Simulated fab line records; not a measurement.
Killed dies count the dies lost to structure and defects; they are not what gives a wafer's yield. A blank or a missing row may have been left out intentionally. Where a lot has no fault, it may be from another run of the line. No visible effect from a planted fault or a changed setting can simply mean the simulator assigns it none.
Which tool did it? :: flow n5_finfet :: 27 wafers from 10 lots sampled at 5 of the route's 1938 steps

## WHAT EACH GAUGE READ, for each wafer
N5_PASSIVATION_CD_MEAS_30 targets a cd of 4000 nm.
lot: L936
measured: day 14 08:19
on: cd_sem-03
cd_nm (nm): 3998.5 3998.9 3998.6

lot: L938
measured: day 14 12:49
on: cd_sem-02
cd_nm (nm): 3998.5 3999.2 4000.9

lot: L940
measured: day 15 11:45
on: cd_sem-01
cd_nm (nm): 4001.5 3999.1 3998.4

lot: L942
measured: day 15 16:09
on: cd_sem-02
cd_nm (nm): 4003.7 4005.0 4003.2

lot: L945
measured: day 16 09:46
on: cd_sem-01
cd_nm (nm): 3999.7 4003.0 4003.0

lot: L946
measured: day 17 01:58
on: cd_sem-03
cd_nm (nm): 3943.6 3943.9

lot: L949
measured: day 17 06:43
on: cd_sem-01
cd_nm (nm): 3945.5 3942.3

lot: L948
measured: day 17 12:11
on: cd_sem-02
cd_nm (nm): 3944.0 3943.1

lot: L952
measured: day 19 00:49
on: cd_sem-01
cd_nm (nm): 4002.0 3999.6 3999.7

lot: L953
measured: day 19 00:06
on: cd_sem-03
cd_nm (nm): 4003.1 4004.0 4000.7

## WHAT TOOL EACH LOT RAN ON (gives the tool, then ch and the chambers of the sampled wafers, and finally the start)
lot: L936
N5_MIM_BOT_LITHO_DESCUM_10: rie_diel-05 ch 0,1,2, day 14 05:02
N5_PASSIVATION_VIA_ETCH_13: rie_diel-04 ch 1,3, day 14 06:57
N5_PASSIVATION_SPUTTER_20: pvd_sputter-02, day 14 07:38
N5_PASSIVATION_EXPOSE_27: krf_scanner-01 ch 0, day 14 08:09

lot: L938
N5_MIM_BOT_LITHO_DESCUM_10: rie_diel-06 ch 0,2,3, day 14 10:02
N5_PASSIVATION_VIA_ETCH_13: rie_diel-04 ch 0,1,3, day 14 11:38
N5_PASSIVATION_SPUTTER_20: pvd_sputter-02, day 14 12:14
N5_PASSIVATION_EXPOSE_27: krf_scanner-02 ch 0, day 14 12:39

lot: L940
N5_MIM_BOT_LITHO_DESCUM_10: rie_diel-05 ch 1,2, day 15 06:22
N5_PASSIVATION_VIA_ETCH_13: rie_diel-03 ch 1,2, day 15 08:02
N5_PASSIVATION_SPUTTER_20: pvd_sputter-01, day 15 11:02
N5_PASSIVATION_EXPOSE_27: krf_scanner-01 ch 0, day 15 11:35

lot: L942
N5_MIM_BOT_LITHO_DESCUM_10: rie_diel-05 ch 0,1,3, day 15 12:51
N5_PASSIVATION_VIA_ETCH_13: rie_diel-03 ch 1,2, day 15 14:56
N5_PASSIVATION_SPUTTER_20: pvd_sputter-03, day 15 15:27
N5_PASSIVATION_EXPOSE_27: krf_scanner-02 ch 0, day 15 15:58

lot: L945
N5_MIM_BOT_LITHO_DESCUM_10: rie_diel-06 ch 0,1, day 16 05:29
N5_PASSIVATION_VIA_ETCH_13: rie_diel-04 ch 2,3, day 16 07:40
N5_PASSIVATION_SPUTTER_20: pvd_sputter-01, day 16 09:04
N5_PASSIVATION_EXPOSE_27: krf_scanner-01 ch 0, day 16 09:37

lot: L946
N5_MIM_BOT_LITHO_DESCUM_10: rie_diel-01 ch 0,1, day 16 20:23
N5_PASSIVATION_VIA_ETCH_13: rie_diel-03 ch 2,3, day 17 00:45
N5_PASSIVATION_SPUTTER_20: pvd_sputter-03, day 17 01:23
N5_PASSIVATION_EXPOSE_27: krf_scanner-01 ch 0, day 17 01:47

lot: L949
N5_MIM_BOT_LITHO_DESCUM_10: rie_diel-05 ch 0,1, day 17 03:23
N5_PASSIVATION_VIA_ETCH_13: rie_diel-03 ch 3, day 17 05:00
N5_PASSIVATION_SPUTTER_20: pvd_sputter-01, day 17 06:01
N5_PASSIVATION_EXPOSE_27: krf_scanner-01 ch 0, day 17 06:33

lot: L948
N5_MIM_BOT_LITHO_DESCUM_10: rie_diel-06 ch 0,2, day 17 08:10
N5_PASSIVATION_VIA_ETCH_13: rie_diel-04 ch 0,3, day 17 11:00
N5_PASSIVATION_SPUTTER_20: pvd_sputter-01, day 17 11:30
N5_PASSIVATION_EXPOSE_27: krf_scanner-01 ch 0, day 17 12:01

lot: L952
N5_MIM_BOT_LITHO_DESCUM_10: rie_diel-01 ch 0,1, day 18 18:57
N5_PASSIVATION_VIA_ETCH_13: rie_diel-03 ch 1,2, day 18 23:04
N5_PASSIVATION_SPUTTER_20: pvd_sputter-02, day 19 00:12
N5_PASSIVATION_EXPOSE_27: krf_scanner-02 ch 0, day 19 00:38

lot: L953
N5_MIM_BOT_LITHO_DESCUM_10: rie_diel-06 ch 1,2,3, day 18 19:11
N5_PASSIVATION_VIA_ETCH_13: rie_diel-04 ch 1,2,3, day 18 22:42
N5_PASSIVATION_SPUTTER_20: pvd_sputter-01, day 18 23:31
N5_PASSIVATION_EXPOSE_27: krf_scanner-02 ch 0, day 18 23:55
- N5_MIM_BOT_LITHO_DESCUM_10: chemistry O2, time 7.9 s.
- N5_PASSIVATION_VIA_ETCH_13: etches SiO2 in CHF3/O2, target depth 660 nm, time 330 s.
- N5_PASSIVATION_SPUTTER_20: material TaN, target thk 50 nm.
- N5_PASSIVATION_EXPOSE_27: exposes mask PAD, defocus 0 nm.

## WHAT THE TOOLS THEMSELVES READ (means of the sampled wafers that have a number; where no wafer has one, the mark that the record gives instead)
N5_MIM_BOT_LITHO_DESCUM_10.
lot: L936
tool: rie_diel-05
drypump_motor_current_A (A): 5.8
oes_product_au (a.u.): 0.87
rf_vpp_V (V): 242.6
showerhead_plenum_p_Torr (Torr): 2.07
throttle_valve_pct (%): 20.14

lot: L938
tool: rie_diel-06
drypump_motor_current_A (A): 5.9
oes_product_au (a.u.): 0.85
rf_vpp_V (V): 243.9
showerhead_plenum_p_Torr (Torr): 2.17
throttle_valve_pct (%): 20.33

lot: L940
tool: rie_diel-05
drypump_motor_current_A (A): 5.7
oes_product_au (a.u.): 0.89
rf_vpp_V (V): 242.5
showerhead_plenum_p_Torr (Torr): 2.07
throttle_valve_pct (%): 20.16

lot: L942
tool: rie_diel-05
drypump_motor_current_A (A): 6.0
oes_product_au (a.u.): 0.90
rf_vpp_V (V): 241.6
showerhead_plenum_p_Torr (Torr): 2.06
throttle_valve_pct (%): 20.26

lot: L945
tool: rie_diel-06
drypump_motor_current_A (A): 5.1
oes_product_au (a.u.): 0.71
rf_vpp_V (V): 243.2
showerhead_plenum_p_Torr (Torr): 2.02
throttle_valve_pct (%): 20.79

lot: L946
tool: rie_diel-01
drypump_motor_current_A (A): 5.0
oes_product_au (a.u.): 0.72
rf_vpp_V (V): 241.4
showerhead_plenum_p_Torr (Torr): 2.03
throttle_valve_pct (%): 20.55

lot: L949
tool: rie_diel-05
drypump_motor_current_A (A): 5.9
oes_product_au (a.u.): 0.83
rf_vpp_V (V): 241.7
showerhead_plenum_p_Torr (Torr): 2.04
throttle_valve_pct (%): 20.21

lot: L948
tool: rie_diel-06
drypump_motor_current_A (A): 6.1
oes_product_au (a.u.): 0.80
rf_vpp_V (V): 244.1
showerhead_plenum_p_Torr (Torr): 2.14
throttle_valve_pct (%): 20.33

lot: L952
tool: rie_diel-01
drypump_motor_current_A (A): 5.0
oes_product_au (a.u.): 0.69
rf_vpp_V (V): 242.8
showerhead_plenum_p_Torr (Torr): 2.03
throttle_valve_pct (%): 20.51

lot: L953
tool: rie_diel-06
drypump_motor_current_A (A): 5.7
oes_product_au (a.u.): 0.79
rf_vpp_V (V): 244.5
showerhead_plenum_p_Torr (Torr): 2.13
throttle_valve_pct (%): 20.53

N5_PASSIVATION_VIA_ETCH_13.
lot: L936
tool: rie_diel-04
drypump_motor_current_A (A): 5.6
etch_rf_on_time_s (s): 238
oes_f_703_au (a.u.): 0.86
oes_product_au (a.u.): 0.79
rf_vpp_V (V): 526
showerhead_plenum_p_Torr (Torr): 2.49
throttle_valve_pct (%): 18.77

lot: L938
tool: rie_diel-04
drypump_motor_current_A (A): 5.7
etch_rf_on_time_s (s): 241
oes_f_703_au (a.u.): 0.90
oes_product_au (a.u.): 0.81
rf_vpp_V (V): 523
showerhead_plenum_p_Torr (Torr): 2.53
throttle_valve_pct (%): 18.81

lot: L940
tool: rie_diel-03
drypump_motor_current_A (A): 5.9
etch_rf_on_time_s (s): 234
oes_f_703_au (a.u.): 0.73
oes_product_au (a.u.): 0.66
rf_vpp_V (V): 528
showerhead_plenum_p_Torr (Torr): 2.33
throttle_valve_pct (%): 18.94

lot: L942
tool: rie_diel-03
drypump_motor_current_A (A): 5.9
etch_rf_on_time_s (s): 233
oes_f_703_au (a.u.): 0.72
oes_product_au (a.u.): 0.66
rf_vpp_V (V): 527
showerhead_plenum_p_Torr (Torr): 2.33
throttle_valve_pct (%): 18.95

lot: L945
tool: rie_diel-04
drypump_motor_current_A (A): 6.1
etch_rf_on_time_s (s): 237
oes_f_703_au (a.u.): 0.76
oes_product_au (a.u.): 0.68
rf_vpp_V (V): 514
showerhead_plenum_p_Torr (Torr): 2.48
throttle_valve_pct (%): 18.99

lot: L946
tool: rie_diel-03
drypump_motor_current_A (A): 5.8
etch_rf_on_time_s (s): 240
oes_f_703_au (a.u.): 0.70
oes_product_au (a.u.): 0.62
rf_vpp_V (V): 520
showerhead_plenum_p_Torr (Torr): 2.38
throttle_valve_pct (%): 19.00

lot: L949
tool: rie_diel-03
drypump_motor_current_A (A): 5.5
etch_rf_on_time_s (s): 244
oes_f_703_au (a.u.): 0.68
oes_product_au (a.u.): 0.59
rf_vpp_V (V): 514
showerhead_plenum_p_Torr (Torr): 2.47
throttle_valve_pct (%): 18.99

lot: L948
tool: rie_diel-04
drypump_motor_current_A (A): 5.9
etch_rf_on_time_s (s): 241
oes_f_703_au (a.u.): 0.86
oes_product_au (a.u.): 0.77
rf_vpp_V (V): 520
showerhead_plenum_p_Torr (Torr): 2.55
throttle_valve_pct (%): 18.91

lot: L952
tool: rie_diel-03
drypump_motor_current_A (A): 5.9
etch_rf_on_time_s (s): 235
oes_f_703_au (a.u.): 0.70
oes_product_au (a.u.): 0.64
rf_vpp_V (V): 528
showerhead_plenum_p_Torr (Torr): 2.32
throttle_valve_pct (%): 18.99

lot: L953
tool: rie_diel-04
drypump_motor_current_A (A): 5.8
etch_rf_on_time_s (s): 238
oes_f_703_au (a.u.): 0.77
oes_product_au (a.u.): 0.70
rf_vpp_V (V): 519
showerhead_plenum_p_Torr (Torr): 2.45
throttle_valve_pct (%): 18.93

N5_PASSIVATION_SPUTTER_20.
lot: L936
tool: pvd_sputter-02
throttle_valve_pct (%): 29.0

lot: L938
tool: pvd_sputter-02
throttle_valve_pct (%): 28.5

lot: L940
tool: pvd_sputter-01
throttle_valve_pct (%): 30.0

lot: L942
tool: pvd_sputter-03
throttle_valve_pct (%): 30.0

lot: L945
tool: pvd_sputter-01
throttle_valve_pct (%): 30.9

lot: L946
tool: pvd_sputter-03
throttle_valve_pct (%): 30.1

lot: L949
tool: pvd_sputter-01
throttle_valve_pct (%): 30.9

lot: L948
tool: pvd_sputter-01
throttle_valve_pct (%): 30.4

lot: L952
tool: pvd_sputter-02
throttle_valve_pct (%): 29.0

lot: L953
tool: pvd_sputter-01
throttle_valve_pct (%): 30.6

N5_PASSIVATION_EXPOSE_27.
lot: L936
tool: krf_scanner-01
exposure_dose_mJ_cm2: 32.28
stage_vel_mm_s (mm/s): 500.22

lot: L938
tool: krf_scanner-02
exposure_dose_mJ_cm2: 32.31
stage_vel_mm_s (mm/s): 500.02

lot: L940
tool: krf_scanner-01
exposure_dose_mJ_cm2: 32.28
stage_vel_mm_s (mm/s): 500.22

lot: L942
tool: krf_scanner-02
exposure_dose_mJ_cm2: 32.29
stage_vel_mm_s (mm/s): 500.00

lot: L945
tool: krf_scanner-01
exposure_dose_mJ_cm2: 32.25
stage_vel_mm_s (mm/s): 499.76

lot: L946
tool: krf_scanner-01
exposure_dose_mJ_cm2: 23.66
stage_vel_mm_s (mm/s): 500.30

lot: L949
tool: krf_scanner-01
exposure_dose_mJ_cm2: 23.69
stage_vel_mm_s (mm/s): 499.95

lot: L948
tool: krf_scanner-01
exposure_dose_mJ_cm2: 23.71
stage_vel_mm_s (mm/s): 499.98

lot: L952
tool: krf_scanner-02
exposure_dose_mJ_cm2: 32.33
stage_vel_mm_s (mm/s): 499.90

lot: L953
tool: krf_scanner-02
exposure_dose_mJ_cm2: 32.33
stage_vel_mm_s (mm/s): 499.65

## THE ANSWER, worked out from the rows above alone
Rule: the usual values come from the lots themselves. Put in order of their means at a reading, lots are off if they are a third of the lots or fewer, leave a main group of 4 or more, and stand apart from it by a gap of 3 or more times the standard deviation of the main group's means; of several such gaps the widest counts. A main group whose means are all the same, to the digits that the tables above print for the reading, isn't used. Also off: a lot with no number at a reading for which 4 or more lots have one. The other lots that the step has rows for count as sound. After the gauges, taken in route order, come the tools' own readings; for these a lot's mean is taken, as printed above. At the first step where some lot is off, the reading lying furthest off is the one used; lots without a number count as furthest.
Off: L946, L949, L948, at N5_PASSIVATION_CD_MEAS_30 (cd_nm). Main group: mean 4001.0 nm, sd 1.8.
If a tool, at a process step before that reading, ran all the lots that are off and no sound lot after the first of them, it fits. Not tried: the gauges at N5_PASSIVATION_CD_MEAS_30; whatever is off there is also off at N5_PASSIVATION_EXPOSE_27, on other tools, and gauge error can't account for it. One fits: N5_PASSIVATION_EXPOSE_27 on krf_scanner-01. A fault onset in the window from L945 (day 16 09:37, its last sound lot) to L946 (day 17 01:47, its first lot off) fits.
On the lots that are off, the tool's own readings at N5_PASSIVATION_EXPOSE_27 differ by more than 5 times the standard deviation of the sound lots' means, which bears it out; exposure_dose_mJ_cm2 reads 23.69 there versus 32.30 on the sound lots.

## WHAT WAS PUT IN BY THE SIMULATOR
Process parameters drifting: krf_scanner-01 at N5_PASSIVATION_EXPOSE_27, beginning at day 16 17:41. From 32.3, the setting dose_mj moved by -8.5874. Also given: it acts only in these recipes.
Lots struck among those shown: L946, L949, L948. This agrees with what the rule above found.
